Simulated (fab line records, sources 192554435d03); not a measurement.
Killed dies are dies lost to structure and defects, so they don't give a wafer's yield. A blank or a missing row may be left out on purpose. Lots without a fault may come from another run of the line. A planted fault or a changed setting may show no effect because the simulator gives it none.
A struck lot beside a sound one | flow n5_finfet | 35 steps out of a route of 1938
Sound: wafers L286.2, L286.3, L286.6. Struck: wafers L300.2, L300.3, L300.4. The cause comes at the end.
At each step with rows: each side's tool, then ch and its chambers, then its first start. Under that, the readings that differ: sound wafers | struck wafers | difference of the means | sigmas: that difference in standard deviations of wafers without a fault.
alike: readings whose means differ by less than 2 such deviations, and words and numbers that are the same on both sides. not compared: withheld readings, readings that some wafer has no value for, bounds like >300 that may hide the same value, and numbers for which the record gives no deviation and whose values overlap.
The two part at a step that has a row with sigmas, a row that says differs or no value, or rows on one side only. Numbers that don't overlap but have no deviation are shown without sigmas and don't part them. A reading that every wafer of one side lacks parts them only if that side has two wafers or more.

first, 11 steps without rows for these wafers: N5_BEOL_M6_HM_STRIP_39 (strips TiN in peroxide tin strip, target depth 25 nm, time 158 s); N5_BEOL_M6_SRD_40 (time 30 s); N5_BEOL_M6_PRECLEAN_42 (cleans in residue remover, time 60 s); N5_BEOL_M6_SRD_43 (time 30 s); N5_BEOL_M6_CURE_75 (cures SiCOH lowk, time 120 s); N5_BEOL_M6_DEGAS_44 (time 60 s); N5_BEOL_M6_PRE_CLEAN_45 (time 30 s); N5_BEOL_M6_ALD_77 (deposits TaN, target thk 2 nm, pulse time 2 s, purge time 3 s); N5_BEOL_M6_SURFACE_TREAT_79; N5_BEOL_M6_CVD_78 (deposits Co from CCTBA/H2, target thk 2 nm, time 142.3 s); N5_BEOL_M6_SPUTTER_48 (material Cu, target thk 10 nm, time 1.667 s).
N5_BEOL_M6_ECD_50: material Cu, target thk 300 nm.
  sound on ecd_cu-02 ch 0,1, day 9 11:59; struck on ecd_cu-02 ch 0,1, day 12 23:26
then, 22 steps without rows for these wafers: N5_BEOL_M6_ANNEAL_51 (time 90 s); N5_BEOL_M6_CMP_52 (polishes, stops on SiCOH lowk, t overpolish 6.9 s, target thk 80 nm); N5_BEOL_M6_PRE_CLEAN_55 (time 15 s); N5_BEOL_M6_DEP_56 (deposits SiCN from 3MS/NH3, target thk 10 nm, time 17.5 s); N5_BEOL_M7_ILD_DEP_00 (deposits SiCOH lowk from DEMS/porogen, target thk 179.75 nm, time 33.4 s); N5_BEOL_M7_CURE_74 (cures SiCOH lowk, time 240 s); N5_BEOL_M7_PECVD_70 (deposits SiO2 from TEOS/O2, target thk 20 nm, time 22.7 s); N5_BEOL_M7_HM_DEP_02 (deposits TiN, target thk 20 nm); N5_BEOL_M7_COAT_59 (time 60 s, resist thk 100 nm); N5_BEOL_M7_COAT_60 (time 60 s, resist thk 35 nm); N5_BEOL_M7_COAT_05 (resist thk 90 nm); N5_BEOL_M7_EBR_07; N5_BEOL_M7_SOFTBAKE_06 (time 60 s); N5_BEOL_M7_EXPOSE_08 (exposes mask M7); N5_BEOL_M7_PEB_09 (peb time 60 s); N5_BEOL_M7_DEVELOP_10 (develop time 30 s); N5_BEOL_M7_DESCUM_16 (chemistry O2, time 7.9 s); N5_BEOL_M7_ETCH_61 (etches SiARC in CF4, target depth 45.5 nm, time 75.8 s); N5_BEOL_M7_ETCH_62 (etches SOC in N2/H2, target depth 110 nm, overetch 22 nm, time 165 s); N5_BEOL_M7_STRIP_68 (strips in N2/H2); N5_BEOL_M7_STRIP_67 (strips in CF4); N5_BEOL_M7_HM_OPEN_17 (chemistry Cl2/BCl3, target TiN, target depth 20 nm, overetch 6 nm).
-- the record jumps here: 3 days lie between the struck wafers' starts before and after (it left off in module BEOL_M7 and takes up again in module PASSIVATION, whose first step shown is number 1936 of the route) --
N5_PASSIVATION_PROBE_49:
  sound on prober-01, day 12 23:43; struck on prober-02, day 16 02:27
  reading                  | sound          | struck         | difference | sigmas
  defect_limited_yield (%) | 91.8 90.3 91.8 | 29.5 28.6 30.5 | -61.8      | -44
  killed_at_M4_up          | 11 7 10        | 769 779 751    | +757       | +99 or more
  killed_dies              | 97 115 97      | 832 842 820    | +728       | +43
  killed_on_rim            | 13 16 14       | 108 107 104    | +92        | +24
  killed_open              | 65 75 62       | 39 38 51       | -25        | -2
  sort_bin_5_function (%)  | 4.6 6.0 5.0    | 46.7 46.6 47.5 | +41.7      | +42
  sort_bin_6_memory (%)    | 3.5 3.5 3.1    | 18.2 18.9 16.6 | +14.5      | +23
  sort_n_pass              | 1083 1065 1083 | 348 338 360    | -728       | -40
  sort_yield_pct (%)       | 91.8 90.3 91.8 | 29.5 28.6 30.5 | -61.8      | -39
  alike: killed_at_M0_to_M3, killed_at_contacts, killed_at_front_end, killed_at_other, killed_short

WHERE THEY PART
Only at N5_PASSIVATION_PROBE_49, within this record.

WHY: what the simulator had put in
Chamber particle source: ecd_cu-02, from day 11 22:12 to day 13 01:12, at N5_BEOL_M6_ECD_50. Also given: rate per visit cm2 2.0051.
